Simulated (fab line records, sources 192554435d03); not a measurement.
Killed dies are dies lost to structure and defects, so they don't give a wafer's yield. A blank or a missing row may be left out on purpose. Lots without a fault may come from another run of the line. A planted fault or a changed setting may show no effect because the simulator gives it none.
Which tool did it? | flow n5_finfet | 10 lots, 29 wafers sampled, at 5 steps of a route of 1938

WHAT THE GAUGES READ, wafer by wafer
N5_WELL_APT_OVL_MEAS_26.
lot  | measured    | on         | PWELL_OVL (nm)
L418 | day 1 20:56 | overlay-02 | -4 -2 -9
L419 | day 2 02:59 | overlay-01 | -5 -5 -8
L421 | day 2 15:10 | overlay-01 | 7 3 2
L423 | day 3 02:53 | overlay-02 | 4 -7
L430 | day 4 21:18 | overlay-01 | 1 6 0
L431 | day 5 03:26 | overlay-01 | -3 -2 -2
L432 | day 5 09:14 | overlay-01 | 1 -4 1
L433 | day 5 17:05 | overlay-02 | -3 -2 -3
L435 | day 6 03:08 | overlay-02 | 1 -2 -4
L440 | day 7 08:52 | overlay-01 | -8 -4 -10

N5_WELL_APT_INSPECT_27: inspects for defects (macro).
lot  | measured    | on                | raw_defect_count
L418 | day 1 20:58 | defect_inspect-02 | 2 1 1
L419 | day 2 03:01 | defect_inspect-02 | 2 2 5
L421 | day 2 15:12 | defect_inspect-01 | 2 3 2
L423 | day 3 02:55 | defect_inspect-02 | 4 4
L430 | day 4 21:20 | defect_inspect-02 | 1 3 1
L431 | day 5 03:28 | defect_inspect-01 | 4 2 1
L432 | day 5 09:15 | defect_inspect-01 | 1 1 3
L433 | day 5 17:06 | defect_inspect-02 | 1 2 3
L435 | day 6 03:09 | defect_inspect-02 | 4 1 2
L440 | day 7 08:53 | defect_inspect-01 | 1 4 1

N5_BEOL_M4_RC_MEAS_101.
lot  | measured     | on        | CJ_N           | DIBL_N (mV/V)  | DIBL_P (mV/V)  | IOFF_N (nA/um) | IOFF_P (nA/um) | ION_N (uA/um) | ION_P (uA/um) | SS_N (mV/dec)  | SS_P (mV/dec)  | VT_N (mV)   | VT_P (mV)
L418 | day 7 18:56  | prober-02 | 4.06 4.25 4.06 | 32.4 30.5 37.0 | 31.4 28.2 37.0 | 0.10 0.07 0.18 | 0.13 0.10 0.20 | 667 649 678   | 456 448 463   | 69.5 69.5 71.2 | 71.9 70.9 73.7 | 254 261 249 | -258 -261 -252
L419 | day 7 21:52  | prober-01 | 4.16 4.10 4.04 | 34.6 32.8 31.4 | 37.3 36.1 34.6 | 0.13 0.12 0.10 | 0.16 0.15 0.14 | 646 677 658   | 439 470 457   | 71.7 71.7 70.6 | 73.4 72.2 72.7 | 258 253 255 | -258 -257 -258
L421 | day 8 17:58  | prober-01 | 4.23 4.11 4.26 | 37.8 38.2 36.8 | 36.7 37.9 35.4 | 0.15 0.16 0.12 | 0.17 0.20 0.16 | 669 678 644   | 445 464 438   | 72.4 71.1 72.1 | 73.7 74.5 73.0 | 253 250 257 | -258 -256 -257
L423 | day 10 22:53 | prober-02 | 4.34 4.22      | 36.6 36.7      | 37.4 37.1      | 0.16 0.17      | 0.21 0.20      | 689 683       | 469 461       | 71.8 71.7      | 73.1 73.0      | 249 249     | -250 -253
L430 | day 11 11:46 | prober-01 | 3.55 3.66 3.57 | 36.7 38.2 35.3 | 35.5 35.6 33.6 | 0.17 0.24 0.15 | 0.25 0.24 0.21 | 676 679 684   | 467 466 476   | 72.5 73.8 71.1 | 73.8 73.7 73.0 | 248 245 250 | -247 -247 -251
L431 | day 11 14:35 | prober-01 | 4.27 4.16 4.22 | 39.9 36.7 36.6 | 39.5 35.6 35.2 | 0.23 0.16 0.16 | 0.33 0.24 0.24 | 676 674 696   | 469 469 476   | 73.1 71.7 71.7 | 74.4 73.7 73.8 | 246 250 250 | -244 -247 -246
L432 | day 11 17:31 | prober-01 | 3.53 3.64 3.64 | 35.9 34.8 36.5 | 38.0 36.0 37.9 | 0.19 0.16 0.17 | 0.21 0.18 0.20 | 690 694 668   | 468 468 458   | 71.7 71.3 72.0 | 73.2 72.8 73.8 | 246 248 250 | -251 -252 -252
L433 | day 11 19:11 | prober-02 | 3.62 3.65 3.71 | 35.1 37.4 40.2 | 33.0 34.1 36.2 | 0.13 0.16 0.26 | 0.20 0.20 0.26 | 684 658 641   | 473 452 453   | 71.2 72.2 73.9 | 72.7 73.2 73.6 | 250 251 247 | -248 -250 -246
L435 | day 12 15:38 | prober-02 | 4.33 4.19 4.52 | 37.8 36.7 36.5 | 38.2 37.2 35.5 | 0.20 0.18 0.17 | 0.24 0.22 0.19 | 681 684 670   | 466 465 459   | 71.0 71.7 71.9 | 73.6 73.4 72.6 | 243 248 248 | -247 -251 -249
L440 | day 14 07:34 | prober-01 | 4.33 4.44 4.28 | 33.8 38.3 32.8 | 34.0 38.9 33.3 | 0.13 0.21 0.12 | 0.21 0.28 0.19 | 661 687 688   | 458 475 477   | 71.6 71.9 72.0 | 72.5 73.3 71.6 | 253 247 253 | -248 -245 -250

WHICH TOOL RAN EACH LOT (tool, then ch and the chambers of the sampled wafers, then the start)
lot  | N5_ZERO_LAYER_STRIP_24              | N5_WELL_APT_IMPLANT_32
L418 | plasma_asher-02 ch 0,1, day 1 18:57 | implanter-01 ch 0, day 1 21:20
L419 | plasma_asher-01 ch 0, day 2 01:02   | implanter-02 ch 0, day 2 03:30
L421 | plasma_asher-01 ch 0,1, day 2 12:55 | implanter-02 ch 0, day 2 15:32
L423 | plasma_asher-02 ch 0,1, day 3 01:05 | implanter-02 ch 0, day 3 03:24
L430 | plasma_asher-01 ch 0,1, day 4 19:05 | implanter-02 ch 0, day 4 21:58
L431 | plasma_asher-02 ch 0,1, day 5 01:23 | implanter-01 ch 0, day 5 03:50
L432 | plasma_asher-02 ch 0,1, day 5 06:55 | implanter-02 ch 0, day 5 10:53
L433 | plasma_asher-02 ch 0,1, day 5 13:03 | implanter-02 ch 0, day 5 19:37
L435 | plasma_asher-02 ch 1, day 6 01:01   | implanter-01 ch 0, day 6 03:53
L440 | plasma_asher-02 ch 0,1, day 7 06:55 | implanter-01 ch 0, day 7 09:14
- N5_ZERO_LAYER_STRIP_24: strips in O2.
- N5_WELL_APT_IMPLANT_32

WHAT THE TOOLS THEMSELVES READ (means of the sampled wafers that have a number; where no wafer has one, the mark that the record gives instead)
N5_ZERO_LAYER_STRIP_24.
lot  | tool            | drypump_motor_current_A (A) | heater_power_w (W) | oes_product_au (a.u.) | strip_time_to_endpoint_s (s) | temp_c (C)
L418 | plasma_asher-02 | 5.3                         | 324                | 0.644                 | 43.83                        | 250.09
L419 | plasma_asher-01 | 6.7                         | 336                | 0.648                 | 43.92                        | 250.05
L421 | plasma_asher-01 | 6.1                         | 339                | 0.645                 | 43.96                        | 250.01
L423 | plasma_asher-02 | 5.2                         | 320                | 0.651                 | 43.88                        | 249.94
L430 | plasma_asher-01 | 5.6                         | 334                | 0.647                 | 43.86                        | 250.03
L431 | plasma_asher-02 | 5.3                         | 319                | 0.651                 | 43.88                        | 250.00
L432 | plasma_asher-02 | 5.3                         | 316                | 0.647                 | 43.92                        | 249.81
L433 | plasma_asher-02 | 5.3                         | 322                | 0.648                 | 43.81                        | 249.98
L435 | plasma_asher-02 | 5.1                         | 311                | 0.654                 | 44.02                        | 250.21
L440 | plasma_asher-02 | 5.3                         | 314                | 0.647                 | 43.76                        | 249.94

N5_WELL_APT_IMPLANT_32.
lot  | tool         | dose_ions_cm2 | faraday_current_uA | rotation_deg (degrees)
L418 | implanter-01 | 2.0010e+13    | 254                | 0.028
L419 | implanter-02 | 1.9991e+13    | 254                | 0.014
L421 | implanter-02 | 1.9989e+13    | 254                | 0.029
L423 | implanter-02 | 1.9998e+13    | 256                | -0.008
L430 | implanter-02 | 1.3958e+13    | 180                | 0.004
L431 | implanter-01 | 1.9997e+13    | 255                | 0.022
L432 | implanter-02 | 1.3933e+13    | 179                | -0.005
L433 | implanter-02 | 1.3932e+13    | 180                | -0.012
L435 | implanter-01 | 2.0014e+13    | 254                | 0.004
L440 | implanter-01 | 2.0004e+13    | 248                | 0.007

THE ANSWER, worked out from the rows above alone
Rule: what is usual is taken from the lots themselves. Put in order of their means at a reading, lots are off if they are a third of the lots or fewer, leave a main group of 4 or more, and stand apart from it by a gap of 3 or more times the standard deviation of the main group's means; of several such gaps the widest counts. A main group whose means are all the same, to the digits that the tables above print for the reading, isn't used. A lot without any number at a reading at which 4 lots or more have one is off too. The other lots that the step has rows for count as sound. The gauges are gone through in route order, then the tools' own readings, and for those a lot's mean is taken as printed above. The first step at which some lot is off is used, and at that step the reading that is off furthest; a lot without a number counts as furthest.
Off: L430, L432, L433, at N5_BEOL_M4_RC_MEAS_101 (CJ_N). The main group: mean 4.23, standard deviation 0.092.
A tool fits if, at a process step before that reading, it ran every lot that is off, and no sound lot after the first of them. The gauges at N5_BEOL_M4_RC_MEAS_101 aren't tried: what is off there is off at N5_WELL_APT_IMPLANT_32 too, on other tools, and a gauge's error can't cause that. One fits: implanter-02 at N5_WELL_APT_IMPLANT_32. Its last sound lot is L423 (day 3 03:24), its first lot that is off L430 (day 4 21:58): a fault that began between those two fits.
The tool's own readings at N5_WELL_APT_IMPLANT_32 bear it out: on the lots that are off they differ by more than 5 times the standard deviation of the sound lots' means. dose_ions_cm2 reads 1.3941e+13 there against 2.0000e+13 on the sound lots; faraday_current_uA reads 180 there against 254 on the sound lots.

WHAT THE SIMULATOR HAD PUT IN
Process parameter drift: implanter-02, from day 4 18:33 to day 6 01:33, at N5_WELL_APT_IMPLANT_32. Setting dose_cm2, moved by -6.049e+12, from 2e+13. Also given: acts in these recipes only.
Lots struck among those shown: L430, L432, L433. The rule above found the same.
